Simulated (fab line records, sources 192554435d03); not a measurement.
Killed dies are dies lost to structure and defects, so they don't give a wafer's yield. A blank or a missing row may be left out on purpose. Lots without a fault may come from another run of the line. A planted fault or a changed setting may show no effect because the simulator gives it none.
Split-lot experiment | flow n5_finfet | 7 lots, 21 wafers read, on a route of 1938 steps

THE SPLIT
At N5_BEOL_M9_ETCH_62 (etches SOC in N2/H2, target depth 110 nm, overetch 22 nm, time 165 s), the setting time_s was moved away from the recipe's 165 s on 6 of the 21 wafers read, by -21.0% to +16.7%. The other wafers ran this setting at the recipe's value.

The reading is taken at the split's own step.

THE READING
SiARC_of_BEOL_M9_COAT_60.thk_nm (the simulator's own value, which no gauge read), in nm, at N5_BEOL_M9_ETCH_62 (etches SOC in N2/H2, target depth 110 nm, overetch 22 nm, time 165 s). The file gives no usual value for it. The 15 wafers here that ran the recipe average 23.5 nm, standard deviation 0.23 nm.

wafer  | tool, chamber at the split | time_s as run, s | against the recipe | SiARC_of_BEOL_M9_COAT_60.thk_nm, nm | against lot-mates on the recipe
L077.1 | rie_diel-06, 0             | 134.5            | -18.5%             | 25                                  | +1.4
L077.4 | rie_diel-06, 0             | 134.5            | -18.5%             | 24.8                                | +1.2
L077.6 | rie_diel-06, 2             | 165              | recipe             | 23.6                                | -
L079.2 | rie_diel-01, 0             | 130.4            | -21.0%             | 24.8                                | +1.4
L079.4 | rie_diel-01, 1,0           | 165              | recipe             | 23.4                                | -
L079.5 | rie_diel-01, 1,0           | 165              | recipe             | 23.4                                | -
L088.1 | rie_diel-01, 1             | 189.9            | +15.1%             | 22.2                                | -1.2
L088.5 | rie_diel-01, 2             | 165              | recipe             | 23.6                                | -
L088.6 | rie_diel-01, 1             | 165              | recipe             | 23.2                                | -
L094.1 | rie_diel-06, 0             | 165              | recipe             | 23.8                                | -
L094.3 | rie_diel-06, 3             | 165              | recipe             | 23.6                                | -
L094.4 | rie_diel-06, 1             | 165              | recipe             | 24                                  | -
L095.2 | rie_diel-01, 1             | 165              | recipe             | 23.2                                | -
L095.5 | rie_diel-01, 1             | 165              | recipe             | 23.2                                | -
L095.6 | rie_diel-01, 0             | 165              | recipe             | 23.4                                | -
L089.1 | rie_diel-01, 0             | 192.5            | +16.7%             | 22.2                                | -1.4
L089.6 | rie_diel-01, 0             | 192.5            | +16.7%             | 22.2                                | -1.4
L089.2 | rie_diel-01, 2             | 165              | recipe             | 23.6                                | -
L092.1 | rie_diel-01, 3             | 165              | recipe             | 23.4                                | -
L092.2 | rie_diel-01, 1             | 165              | recipe             | 23.2                                | -
L092.4 | rie_diel-01, 2             | 165              | recipe             | 23.6                                | -
Where a row lists several chambers, the file gives one row for several wafers and doesn't say which wafer went through which chamber.

THE FIT
A straight line over all 21 wafers: SiARC_of_BEOL_M9_COAT_60.thk_nm changes by -0.0747 nm for each +1% of time_s; r = -0.96; the points scatter about the line by 0.22 nm.
The same after taking each lot's own level away (the mean of its wafers on the recipe; 21 wafers): -0.0748 nm for each +1%; r = -0.98; scatter 0.14 nm.
On that fit, the largest move of time_s shifts the reading by 1.6 nm.
The lots' own levels span 23.27 to 23.80 nm, that is 2.3 times the standard deviation above.
So the lot-to-lot level changes the slope little: the two slopes agree.
Check: with one of the wafers moved furthest among these (-21.0%) left out of the fit, the line predicts +1.58 nm for it against its lot-mates. It came out at +1.4 nm against them.

OTHER SPLITS ON THESE WAFERS
These wafers also went through other splits before the reading. Each is held against what the fit with the lots' levels taken away leaves over:
other split on the same wafers   | wafers away from the commonest value | r with SiARC_of_BEOL_M9_COAT_60.thk_nm (lot level and that fit taken away)
N5_BEOL_M5_TRENCH_ETCH_37 bias_w | 11                                   | -0.07
N5_BEOL_M5_ETCH_41 source_w      | 11                                   | -0.26
N5_BEOL_M6_TRENCH_ETCH_37 time_s | 7                                    | +0.12
N5_BEOL_M7_EXPOSE_25 dose_mj     | 4                                    | +0.16
N5_BEOL_M9_COAT_05 spin_rpm      | 3                                    | +0.35

THE WHOLE CHAIN: every reading that the file lists as answering this split, in the file's order
step                  | what it does                                                         | reading                                                                          | change (the file's fit)                                                              | r (the file's)
N5_BEOL_M9_ETCH_62    | etches SOC in N2/H2, target depth 110 nm, overetch 22 nm, time 165 s | SiARC_of_BEOL_M9_COAT_60.thk_nm (the simulator's own value, which no gauge read) | -0.0737 nm for each +1% of the setting                                               | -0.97
N5_BEOL_M9_HM_OPEN_17 | chemistry Cl2/BCl3, target TiN, target depth 20 nm, overetch 6 nm    | etch.depth_nm (the simulator's own value, which no gauge read)                   | not straight: 20.34 at the lowest setting, 20.11 at the recipe, 17.41 at the highest | not given

THE FILE'S OWN FIT
SiARC_of_BEOL_M9_COAT_60.thk_nm changes by -0.0737 nm for each +1% of time_s, r = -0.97.
